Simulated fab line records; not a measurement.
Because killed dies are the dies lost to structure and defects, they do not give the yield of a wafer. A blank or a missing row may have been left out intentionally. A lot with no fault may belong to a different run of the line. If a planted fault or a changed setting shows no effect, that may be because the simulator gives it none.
fab line records | flow nand-harc
record lots=14 | wafers=42 | last-day=25
route steps=1159 shown A_CONTACT@869 END@1159
lots untouched by any fault: they come from a run of this same line in which no faults occurred
start-h: the number of hours between the record's first day and the start of the first shown wafer of the lot | wait-h: time in hours since the lot's previous step | " repeats the value in the row above | L1.1+2: a row that stands for several wafers | - either no value or no given start | * or withheld: withheld | < > ~ a bound
route shown NAME@n: a module of which the file shows steps, and the number in the route of the first | usual: average and standard deviation across the fault-free wafers | same: alike in all rows | chamber/n: place in a boat | sites: the reading at each site | _std_site: standard deviation of those values | _edge_site: inner sites' mean taken away from outer sites' mean | radius-mm: for every site, how far away it sits from the centre of the wafer | mask NAME#n: copy n | behind: the last tool/chamber to shape the wafer | hold: the reason the lot was held/the length of the hold in hours/how it ended | device: transistor that didn't switch, given as n, p or np | end of line: tests of these same wafers at the route's end | a step without rows: its recipe alone | killed: at the first sort, the dies lost to defects and structure; wafer yield is something else | map: a wafer's dies, marking killed ones x, the rest . and places with no die _
set.NAME: the setting that was run; set.NAME@STEP: the one run at that earlier step | model.NAME: the simulator's own value behind a step, which no gauge read
route steps across a sampled set of lots; one table per step, one row per wafer
services: when a tool's chamber went out of use (start-h, in hours from the record's first day, below 0 if earlier), for how many hours, and the reason
## steps
# step NHARC_A_CONTACT_ETCH_118
# recipe source-w=withheld | pressure-mtorr=20 | bias-v=3000 | time-s=94 | target-depth-a=9220 | ar-flow-sccm=withheld | c4f8-flow-sccm=withheld | o2-flow-sccm=withheld | chemistry=C4F8/O2/Ar
lot.wafer | tool            | chamber | start-h | wait-h | rf-hours-counter-h
L991.2    | har-cap-etch-02 | 0       | 370.52  | 0.1    | 9
L991.3    | "               | 1       | "       | "      | -
L991.4    | "               | 0       | "       | "      | -
L989.3    | har-cap-etch-01 | 1       | 371.62  | 0.1    | -
L989.6    | "               | 0       | "       | "      | -
L989.5    | "               | 1       | "       | "      | -
L994.2    | har-cap-etch-02 | 1       | 409.65  | 0.1    | 17
L994.1    | "               | 0       | "       | "      | 17
L994.3    | "               | 0       | "       | "      | -
L996.1    | har-cap-etch-03 | 1       | 426.75  | 0.1    | 89
L996.3    | "               | 0       | "       | "      | -
L996.6    | "               | 1       | "       | "      | -
L995.1    | har-cap-etch-01 | 1       | 431.58  | 0.1    | 66
L995.3    | "               | 0       | "       | "      | -
L995.6    | "               | 1       | "       | "      | -
L103.2    | har-cap-etch-03 | 1       | 445.19  | 0.1    | 92
L103.3    | "               | 0       | "       | "      | -
L103.6    | "               | 1       | "       | "      | -
L100.1    | har-cap-etch-01 | 0       | 445.50  | 0.1    | 69
L100.3    | "               | 1       | "       | "      | -
L100.5    | "               | 0       | "       | "      | -
L104.2    | har-cap-etch-03 | 1       | 462.70  | 0.1    | 97
L104.1    | "               | 0       | "       | "      | 97
L104.6    | "               | 1       | "       | "      | -
L105.2    | har-cap-etch-02 | 1       | 463.72  | 0.1    | 27
L105.4    | "               | 1       | "       | "      | -
L105.3    | "               | 0       | "       | "      | -
L106.4    | har-cap-etch-03 | 0       | 490.02  | 0.1    | -
L106.5    | "               | 1       | "       | "      | -
L106.6    | "               | 0       | "       | "      | -
L108.1    | har-cap-etch-02 | 1       | 492.28  | 0.1    | 30
L108.2    | "               | 0       | "       | "      | 30
L108.3    | "               | 1       | "       | "      | -
L110.2    | har-cap-etch-02 | 0       | 505.16  | 0.1    | 34
L110.3    | "               | 0       | "       | "      | -
L110.4    | "               | 1       | "       | "      | -
L109.2    | har-cap-etch-03 | 0       | 505.87  | 0.1    | 105
L109.4    | "               | 1       | "       | "      | -
L109.6    | "               | 0       | "       | "      | -
L111.2    | har-cap-etch-02 | 0       | 524.11  | 0.1    | 37
L111.3    | "               | 0       | "       | "      | -
L111.6    | "               | 0       | "       | "      | -
# step NHARC_A_CONTACT_ETCH_120
# recipe source-w=withheld | pressure-mtorr=20 | bias-v=3000 | time-s=94 | target-depth-a=9220 | ar-flow-sccm=withheld | c4f8-flow-sccm=withheld | o2-flow-sccm=withheld | chemistry=C4F8/O2/Ar
lot.wafer | tool            | chamber | start-h | wait-h | rf-hours-counter-h
L991.2    | har-cap-etch-02 | 0       | 370.71  | 0.1    | 9
L991.3    | "               | 1       | "       | "      | -
L991.4    | "               | 0       | "       | "      | -
L989.3    | har-cap-etch-01 | 1       | 371.80  | 0.1    | -
L989.6    | "               | 0       | "       | "      | -
L989.5    | "               | 1       | "       | "      | -
L994.2    | har-cap-etch-02 | 1       | 409.83  | 0.1    | 18
L994.1    | "               | 0       | "       | "      | 18
L994.3    | "               | 0       | "       | "      | -
L996.1    | har-cap-etch-03 | 1       | 426.93  | 0.1    | 89
L996.3    | "               | 0       | "       | "      | -
L996.6    | "               | 1       | "       | "      | -
L995.1    | har-cap-etch-01 | 1       | 431.76  | 0.1    | 66
L995.3    | "               | 0       | "       | "      | -
L995.6    | "               | 1       | "       | "      | -
L103.2    | har-cap-etch-03 | 1       | 445.37  | 0.1    | 92
L103.3    | "               | 0       | "       | "      | -
L103.6    | "               | 1       | "       | "      | -
L100.1    | har-cap-etch-01 | 0       | 445.68  | 0.1    | 69
L100.3    | "               | 1       | "       | "      | -
L100.5    | "               | 0       | "       | "      | -
L104.2    | har-cap-etch-03 | 1       | 462.89  | 0.1    | 98
L104.1    | "               | 0       | "       | "      | 98
L104.6    | "               | 1       | "       | "      | -
L105.2    | har-cap-etch-02 | 1       | 463.90  | 0.1    | 27
L105.4    | "               | 1       | "       | "      | -
L105.3    | "               | 0       | "       | "      | -
L106.4    | har-cap-etch-03 | 0       | 490.20  | 0.1    | -
L106.5    | "               | 1       | "       | "      | -
L106.6    | "               | 0       | "       | "      | -
L108.1    | har-cap-etch-02 | 1       | 492.47  | 0.1    | 31
L108.2    | "               | 0       | "       | "      | 31
L108.3    | "               | 1       | "       | "      | -
L110.2    | har-cap-etch-02 | 0       | 505.34  | 0.1    | 34
L110.3    | "               | 0       | "       | "      | -
L110.4    | "               | 1       | "       | "      | -
L109.2    | har-cap-etch-03 | 0       | 506.05  | 0.1    | 105
L109.4    | "               | 1       | "       | "      | -
L109.6    | "               | 0       | "       | "      | -
L111.2    | har-cap-etch-02 | 0       | 524.29  | 0.1    | 37
L111.3    | "               | 0       | "       | "      | -
L111.6    | "               | 0       | "       | "      | -
# step NHARC_A_CONTACT_ETCH_123
# recipe source-w=withheld | pressure-mtorr=20 | bias-v=400 | time-s=253 | target-depth-a=10900 | ar-flow-sccm=withheld | c4f8-flow-sccm=11.5 | o2-flow-sccm=7.2 | chemistry=C4F8/O2/Ar
lot.wafer | tool            | chamber | start-h | wait-h | rf-hours-counter-h
L991.2    | har-cap-etch-02 | 0       | 371.01  | 0.1    | 9
L991.3    | "               | 1       | "       | "      | -
L991.4    | "               | 0       | "       | "      | -
L989.3    | har-cap-etch-01 | 1       | 372.19  | 0.2    | -
L989.6    | "               | 0       | "       | "      | -
L989.5    | "               | 1       | "       | "      | -
L994.2    | har-cap-etch-02 | 1       | 410.10  | 0.1    | 18
L994.1    | "               | 0       | "       | "      | 18
L994.3    | "               | 0       | "       | "      | -
L996.1    | har-cap-etch-03 | 1       | 427.24  | 0.1    | 89
L996.3    | "               | 0       | "       | "      | -
L996.6    | "               | 1       | "       | "      | -
L995.1    | har-cap-etch-01 | 1       | 432.08  | 0.1    | 66
L995.3    | "               | 0       | "       | "      | -
L995.6    | "               | 1       | "       | "      | -
L103.2    | har-cap-etch-03 | 1       | 445.68  | 0.1    | 93
L103.3    | "               | 0       | "       | "      | -
L103.6    | "               | 1       | "       | "      | -
L100.1    | har-cap-etch-01 | 0       | 445.99  | 0.1    | 69
L100.3    | "               | 1       | "       | "      | -
L100.5    | "               | 0       | "       | "      | -
L104.2    | har-cap-etch-03 | 1       | 463.16  | 0.1    | 98
L104.1    | "               | 0       | "       | "      | 98
L104.6    | "               | 1       | "       | "      | -
L105.2    | har-cap-etch-02 | 1       | 464.18  | 0.1    | 28
L105.4    | "               | 1       | "       | "      | -
L105.3    | "               | 0       | "       | "      | -
L106.4    | har-cap-etch-03 | 0       | 490.59  | 0.2    | -
L106.5    | "               | 1       | "       | "      | -
L106.6    | "               | 0       | "       | "      | -
L108.1    | har-cap-etch-02 | 1       | 492.74  | 0.1    | 31
L108.2    | "               | 0       | "       | "      | 31
L108.3    | "               | 1       | "       | "      | -
L110.2    | har-cap-etch-02 | 0       | 505.61  | 0.1    | 34
L110.3    | "               | 0       | "       | "      | -
L110.4    | "               | 1       | "       | "      | -
L109.2    | har-cap-etch-03 | 0       | 506.36  | 0.1    | 105
L109.4    | "               | 1       | "       | "      | -
L109.6    | "               | 0       | "       | "      | -
L111.2    | har-cap-etch-02 | 0       | 524.60  | 0.1    | 37
L111.3    | "               | 0       | "       | "      | -
L111.6    | "               | 0       | "       | "      | -
# step NHARC_A_CONTACT_DEP_58
# recipe target-thk-a=600 | target-thk-nm=60 | temp-c=400 | pressure-torr=3.5 | flow-sccm=200 | rf-w=350 | material=SiON
# usual chamber-pressure-Torr=3.500/0.0071 | heater-power-outer-w=443/58 | heater-power-w=761/67
lot.wafer | tool     | chamber | start-h | wait-h | chamber-pressure-Torr | heater-power-outer-w | heater-power-w
L991.2    | pecvd-03 | 1       | 384.10  | 1.2    | 3.498                 | 445                  | 779
L991.3    | "        | 2       | "       | "      | 3.505                 | 400                  | 667
L991.4    | "        | 0       | "       | "      | 3.497                 | 437                  | 829
L989.3    | pecvd-03 | 2       | 386.54  | 0.9    | 3.482                 | 361                  | 628
L989.5    | "        | 2       | "       | "      | 3.504                 | 359                  | 632
L989.6    | "        | 1       | "       | "      | 3.513                 | 450                  | 766
L994.2    | pecvd-03 | 1       | 413.63  | 1.2    | 3.508                 | 415                  | 759
L994.1    | "        | 2       | "       | "      | 3.502                 | 385                  | 651
L994.3    | "        | 0       | "       | "      | 3.506                 | 386                  | 737
L996.1    | pecvd-03 | 2       | 430.72  | 1.5    | -                     | -                    | -
L996.3    | "        | 0       | "       | "      | -                     | -                    | -
L996.6    | "        | 1       | "       | "      | -                     | -                    | -
L995.1    | pecvd-03 | 2       | 438.15  | 1.4    | -                     | -                    | -
L995.3    | "        | 1       | "       | "      | -                     | -                    | -
L995.6    | "        | 2       | "       | "      | -                     | -                    | -
L100.1    | pecvd-03 | 2       | 449.57  | 1.5    | 3.487                 | 385                  | 661
L100.3    | "        | 1       | "       | "      | 3.497                 | 493                  | 831
L100.5    | "        | 0       | "       | "      | 3.505                 | 467                  | 846
L103.3    | pecvd-03 | 1       | 450.38  | 0.9    | 3.507                 | 487                  | 822
L103.2    | "        | 2       | "       | "      | 3.508                 | 417                  | 696
L103.6    | "        | 1       | "       | "      | 3.510                 | 492                  | 804
L104.1    | pecvd-01 | 2       | 467.17  | 1.4    | 3.503                 | 493                  | 767
L104.2    | "        | 0       | "       | "      | 3.499                 | 376                  | 692
L104.6    | "        | 0       | "       | "      | 3.505                 | 389                  | 703
L105.2    | pecvd-04 | 0       | 468.96  | 1.2    | 3.503                 | 432                  | 828
L105.3    | "        | 1       | "       | "      | 3.502                 | 491                  | 781
L105.4    | "        | 1       | "       | "      | 3.508                 | 480                  | 794
L106.5    | pecvd-04 | 0       | 494.04  | 0.4    | 3.508                 | 353                  | 685
L106.6    | "        | 1       | "       | "      | 3.493                 | 438                  | 726
L106.4    | "        | 2       | "       | "      | 3.476                 | 470                  | 808
L108.1    | pecvd-01 | 0       | 496.83  | 1.4    | 3.501                 | 432                  | 795
L108.2    | "        | 2       | "       | "      | 3.499                 | 534                  | 843
L108.3    | "        | 2       | "       | "      | 3.493                 | 529                  | 828
L110.2    | pecvd-01 | 0       | 509.24  | 1.2    | 3.494                 | 422                  | 742
L110.3    | "        | 2       | "       | "      | 3.503                 | 500                  | 779
L110.4    | "        | 0       | "       | "      | 3.497                 | 423                  | 770
L109.2    | pecvd-01 | 2       | 510.18  | 1.2    | 3.498                 | 537                  | 833
L109.4    | "        | 2       | "       | "      | 3.492                 | 524                  | 846
L109.6    | "        | 0       | "       | "      | 3.519                 | 410                  | 746
L111.2    | pecvd-03 | 1       | 528.25  | 1.4    | 3.489                 | 500                  | 855
L111.3    | "        | 0       | "       | "      | 3.512                 | 400                  | 799
L111.6    | "        | 2       | "       | "      | 3.495                 | 350                  | 632
# step NHARC_END_SORT_01
# recipe temp-c=25
# usual killed-at-array=27/10 | killed-at-other=0.6/0.96 | killed-at-periphery=3.4/2.7 | killed-dies=31/10 | killed-open=2.9/1.8 | killed-short=1.8/1.4
# same gross-dies=677
lot.wafer | tool      | chamber | start-h | wait-h | killed-at-array | killed-at-other | killed-at-periphery | killed-dies | killed-open | killed-short
L996.1    | prober-01 | 0       | 492.79  | 2.5    | 668             | 1               | 8                   | 677         | 1           | 2
L996.3    | prober-01 | 0       | 494.40  | 3.1    | 665             | 0               | 12                  | 677         | 1           | 5
L996.6    | prober-01 | 0       | 496.82  | 4.0    | 664             | 1               | 12                  | 677         | 3           | 1
L995.1    | prober-01 | 0       | 501.27  | 2.5    | 675             | 0               | 2                   | 677         | 1           | 1
L995.3    | prober-01 | 0       | 502.85  | 3.1    | 670             | 0               | 7                   | 677         | 5           | 2
L995.6    | prober-01 | 0       | 505.22  | 3.9    | 668             | 0               | 9                   | 677         | 7           | 0
# killed by level:class
L996.1 A_CONTACT:area-dep=656 A_CHANNEL_HOLE_D1:chamber-film-flake=5 P_ZERO_WELL:chamber-film-flake=4 A_STAIRCASE:chamber-film-flake=3 P_M1:chamber-film-flake=2 A_CONTACT:chamber-film-flake=2 A_ONON_D1:geometric-particle:open=1 A_CONTACT:geometric-particle:short=1
L996.3 A_CONTACT:area-dep=651 P_ZERO_WELL:chamber-film-flake=7 P_M1:chamber-film-flake=3 A_CHANNEL_HOLE_D1:chamber-film-flake=3 A_SGD_CUT:geometric-particle:short=2 A_SLIT:chamber-film-flake=2 P_CONTACT:geometric-particle:short=1 A_CHANNEL_FILL_D1:geometric-particle:short=1
L996.6 A_CONTACT:area-dep=647 P_GATE:chamber-film-flake=4 A_STAIRCASE:chamber-film-flake=4 A_SLIT:chamber-film-flake=4 P_ZERO_WELL:chamber-film-flake=3 P_M1:chamber-film-flake=3 A_CONTACT:geometric-particle:open=2 A_CHANNEL_HOLE_D1:chamber-film-flake=2
L995.1 A_CONTACT:area-dep=640 A_SLIT:chamber-film-flake=18 A_CHANNEL_HOLE_D1:chamber-film-flake=6 A_STAIRCASE:chamber-film-flake=6 A_CONTACT:chamber-film-flake=3 A_WL_FILL:geometric-particle:short=1 A_CONTACT:geometric-particle:open=1 P_ZERO_WELL:chamber-film-flake=1
L995.3 A_CONTACT:area-dep=635 A_SLIT:chamber-film-flake=10 A_CHANNEL_HOLE_D1:chamber-film-flake=9 A_STAIRCASE:chamber-film-flake=6 A_CONTACT:chamber-film-flake=4 P_GATE:chamber-film-flake=3 P_M1:geometric-particle:open=1 P_M2:geometric-particle:short=1
L995.6 A_CONTACT:area-dep=633 A_CHANNEL_HOLE_D1:chamber-film-flake=16 A_SLIT:chamber-film-flake=9 A_STAIRCASE:chamber-film-flake=7 P_CONTACT:geometric-particle:open=2 P_M0:geometric-particle:open=2 P_GATE:chamber-film-flake=2 P_STI:geometric-particle:open=1
## services
tool            | chamber | start-h | hours | kind
pecvd-03        | 0       | 360.79  | 7.0   | repair
pecvd-04        | -       | 376.59  | 13.0  | pm
pecvd-04        | 0       | 376.59  | 13.0  | vent-cycle
pecvd-04        | 1       | 376.59  | 13.0  | vent-cycle
pecvd-04        | 2       | 376.59  | 13.0  | vent-cycle
pecvd-04        | 0       | 389.59  | -     | clean
pecvd-03        | 2       | 395.36  | 10.0  | repair
pecvd-01        | -       | 418.24  | 13.0  | pm
pecvd-01        | 0       | 418.24  | 13.0  | vent-cycle
pecvd-01        | 1       | 418.24  | 13.0  | vent-cycle
pecvd-01        | 2       | 418.24  | 13.0  | vent-cycle
pecvd-01        | 0       | 431.24  | -     | clean
pecvd-01        | 1       | 431.24  | -     | clean
pecvd-01        | 2       | 431.24  | -     | clean
pecvd-03        | -       | 474.10  | 13.0  | pm
pecvd-03        | 0       | 474.10  | 13.0  | vent-cycle
pecvd-03        | 1       | 474.10  | 13.0  | vent-cycle
pecvd-03        | 2       | 474.10  | 13.0  | vent-cycle
pecvd-03        | 0       | 487.10  | -     | clean
pecvd-03        | 1       | 487.10  | -     | clean
pecvd-03        | 2       | 487.10  | -     | clean
pecvd-03        | -       | 495.88  | 3.1   | repair
har-cap-etch-01 | -       | 499.91  | 7.8   | repair
pecvd-01        | -       | 524.65  | 1.1   | repair
## key
first-sign step=NHARC_A_CONTACT_DEP_58 | reading=tool-record | direction=missing
effect step=NHARC_END_SORT_01 | reading=killed-dies | direction=up | sigmas=65 | usual=31 | struck=677
more-kills-born-at NHARC_A_CONTACT_DEP_58@pecvd-03=3862
met-at NHARC_A_CONTACT_DEP_58
struck-lots L995,L996
later-rows-left-out L995.1,L995.3,L995.6,L996.1,L996.3,L996.6
tester-left-out L995,L996
not-acting-at NHARC_A_CONTACT_ETCH_118,NHARC_A_CONTACT_ETCH_120,NHARC_A_CONTACT_ETCH_123
onset-between 413.63 430.72
fault kind=skipped-step-whole | tool=pecvd-03 | chamber=- | onset-h=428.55 | steps=NHARC_A_CONTACT_DEP_58 | scope=struck-lots-only
# tester-left-out: of these lots the tester's yield and bins aren't shown, on N5 and GAA mostly nor the transistor test; their killed dies are dies lost to structure and defects alone, not to doping, threshold or leakage, so they don't give the yield
# later-rows-left-out: the simulator's readings of these wafers behind a module that went badly wrong aren't trusted and aren't shown, but for the sort
